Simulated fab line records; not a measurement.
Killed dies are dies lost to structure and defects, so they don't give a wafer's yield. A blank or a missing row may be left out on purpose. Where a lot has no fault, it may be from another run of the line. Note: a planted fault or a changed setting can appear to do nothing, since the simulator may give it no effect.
Matching of chambers ; flow nand-harc ; NHARC_A_CONTACT_ETCH_110 on rie-diel-06: 4 sister chambers
The step etches the open film in CF4/O2, target depth 60 nm, overetch 6 nm, time 33 s. 33 wafers are shown with their chamber, then 12 later ones without.

EACH WAFER AND ITS CHAMBER
wafer;chamber;drypump-motor-current-A (A);showerhead-plenum-p-Torr (Torr);rf-vpp-V (V)
L074.1;0;5.0;1.32;197.0
L074.2;2;5.6;1.26;196.0
L074.5;3;6.5;1.36;197.9
L076.1;0;5.0;1.32;198.7
L076.3;1;6.2;1.40;197.3
L076.6;3;6.5;1.36;199.4
L077.1;1;6.3;1.40;200.5
L077.2;3;6.5;1.36;199.0
L077.5;1;6.2;1.40;199.7
L078.4;1;6.2;1.40;198.0
L078.5;1;6.2;1.40;199.4
L078.6;2;5.6;1.26;196.3
L082.2;1;6.2;1.40;199.4
L082.4;0;5.0;1.32;198.1
L082.6;0;5.0;1.32;198.1
L085.1;1;6.2;1.39;199.1
L085.3;0;5.0;1.32;196.5
L085.6;2;5.6;1.26;196.2
L086.2;3;6.5;1.36;198.8
L086.4;0;5.0;1.32;198.3
L086.6;2;5.6;1.26;197.1
L087.1;2;5.6;1.25;195.7
L087.2;3;6.5;1.36;198.4
L087.6;2;5.6;1.25;196.5
L088.3;2;5.6;1.25;195.9
L088.5;0;5.0;1.32;198.0
L088.6;3;6.5;1.36;198.0
L090.1;0;5.0;1.32;198.2
L090.2;3;6.5;1.35;198.3
L090.3;2;5.6;1.25;197.4
L092.1;3;6.5;1.35;197.6
L092.3;0;5.0;1.32;196.4
L092.5;2;5.6;1.25;195.0

SIGNATURES, as means of the wafers listed above
reading;chamber 0;chamber 1;chamber 2;chamber 3;scatter within a chamber
drypump-motor-current-A;5.000;6.214;5.600;6.500;0.0172
showerhead-plenum-p-Torr;1.3200;1.3986;1.2544;1.3575;0.00397
rf-vpp-V;197.700;199.057;196.233;198.425;0.816
Rule: for each reading, subtract the chamber's mean from the wafer's reading, divide by that reading's scatter and square the result; add these up over the readings and take the root, which gives the wafer's distance from the chamber. If the next closest chamber is less than 2 further off than the closest, the wafer can't be placed; otherwise it belongs to the closest. The scatter is the square root of a quotient: the sum, over the shown wafers, of each reading's squared deviation from its chamber's mean, divided by wafers minus chambers.

WAFERS WITHOUT THEIR CHAMBER
wafer;drypump-motor-current-A (A);showerhead-plenum-p-Torr (Torr);rf-vpp-V (V)
L093.3;6.5;1.35;198.0
L093.5;6.2;1.39;198.4
L093.6;5.0;1.32;197.1
L095.1;5.0;1.32;197.9
L095.4;6.2;1.39;198.2
L095.5;6.2;1.39;198.2
L096.4;5.0;1.32;197.9
L096.5;5.6;1.25;195.0
L096.6;6.5;1.35;199.8
L097.1;5.0;1.31;197.4
L097.3;5.6;1.25;195.6
L097.4;6.5;1.35;197.9

WHICH CHAMBER EACH WENT THROUGH
wafer;from the rows above;in truth
L093.3;3;3
L093.5;1;1
L093.6;0;0
L095.1;0;0
L095.4;1;1
L095.5;1;1
L096.4;0;0
L096.5;2;2
L096.6;3;3
L097.1;0;0
L097.3;2;2
L097.4;3;3
Correct placement for 12 of the 12. Left unplaced by these rows: 0. Wrongly placed: 0.
